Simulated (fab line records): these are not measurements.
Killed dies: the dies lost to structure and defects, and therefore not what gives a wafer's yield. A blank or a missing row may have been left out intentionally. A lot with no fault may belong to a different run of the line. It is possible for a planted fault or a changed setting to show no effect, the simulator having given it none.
What tool caused it? -- flow n5_finfet -- 12 lots with 36 wafers sampled at 3 steps, on a route of 1938 steps

## WHAT THE GAUGES SHOWED, per wafer
N5_BEOL_M2_INSPECT_30: inspects for defects (brightfield).
lot,measured,on,raw_defect_count
L075,day 7 00:05,defect_inspect-02,272 404 250
L077,day 7 21:05,defect_inspect-01,629 392 400
L078,day 8 01:47,defect_inspect-01,267 365 277
L081,day 8 08:11,defect_inspect-02,358 443 342
L083,day 8 17:10,defect_inspect-02,402 371 382
L085,day 9 07:38,defect_inspect-02,610 324 310
L087,day 10 00:55,defect_inspect-01,445 336 379
L089,day 10 12:25,defect_inspect-01,563 459 513
L091,day 10 13:55,defect_inspect-01,388 408 455
L093,day 11 08:10,defect_inspect-01,398 385 302
L095,day 11 16:52,defect_inspect-02,390 514 346
L097,day 12 05:08,defect_inspect-01,349 349 444

## WHAT TOOL EACH LOT RAN ON (gives the tool, then ch and the chambers of the sampled wafers, and finally the start)
lot,N5_BEOL_M2_ILD_DEP_00,N5_BEOL_M2_STRIP_19
L075,"pecvd-02 ch 0,1,2, day 6 20:19","rie_diel-06 ch 0,1,2, day 6 22:51"
L077,"pecvd-01 ch 0,1,2, day 7 18:34","rie_diel-05 ch 2,3, day 7 20:37"
L078,"pecvd-04 ch 0,1, day 7 23:07","rie_diel-05 ch 2,3, day 8 01:11"
L081,"pecvd-02 ch 0,1,2, day 8 06:20","rie_diel-05 ch 1,3, day 8 07:42"
L083,"pecvd-01 ch 0,2, day 8 15:01","rie_diel-06 ch 0,2,3, day 8 16:41"
L085,"pecvd-04 ch 0,1,2, day 9 05:12","rie_diel-06 ch 0,2,3, day 9 07:10"
L087,"pecvd-02 ch 0,2, day 9 17:35","rie_diel-05 ch 1,2, day 10 00:19"
L089,"pecvd-04 ch 0,1,2, day 10 09:08","rie_diel-06 ch 2,3, day 10 11:49"
L091,"pecvd-02 ch 0,1,2, day 10 11:34","rie_diel-05 ch 0,1,2, day 10 13:19"
L093,"pecvd-04 ch 0,2, day 11 05:05","rie_diel-05 ch 1,2,3, day 11 07:41"
L095,"pecvd-01 ch 0,1, day 11 14:48","rie_diel-03 ch 1,2,3, day 11 16:16"
L097,"pecvd-02 ch 0,1, day 12 02:46","rie_diel-06 ch 0,2,3, day 12 04:32"
- N5_BEOL_M2_ILD_DEP_00: deposits SiOC from DEMS/O2, target thk 79 nm, time 15.3 s.
- N5_BEOL_M2_STRIP_19: strips in O2.

## THE ANSWER, worked out from the rows above alone
Rule: the lots themselves supply what counts as usual. The widest of any qualifying gaps counts: lots, ordered by their means at a reading, are off when they make up no more than a third of the lots, leave a main group of 4 or more, and stand apart from it by 3 or more times the standard deviation of that group's means. A main group whose means are all the same, to the digits that the tables above print for the reading, isn't used. Also off: a lot with no number at a reading for which 4 or more lots have one. Where the step has rows for the other lots, those lots are counted as sound.
Nothing can be told from this: no lot is off at any reading shown.

## WHAT THE SIMULATOR PUT IN
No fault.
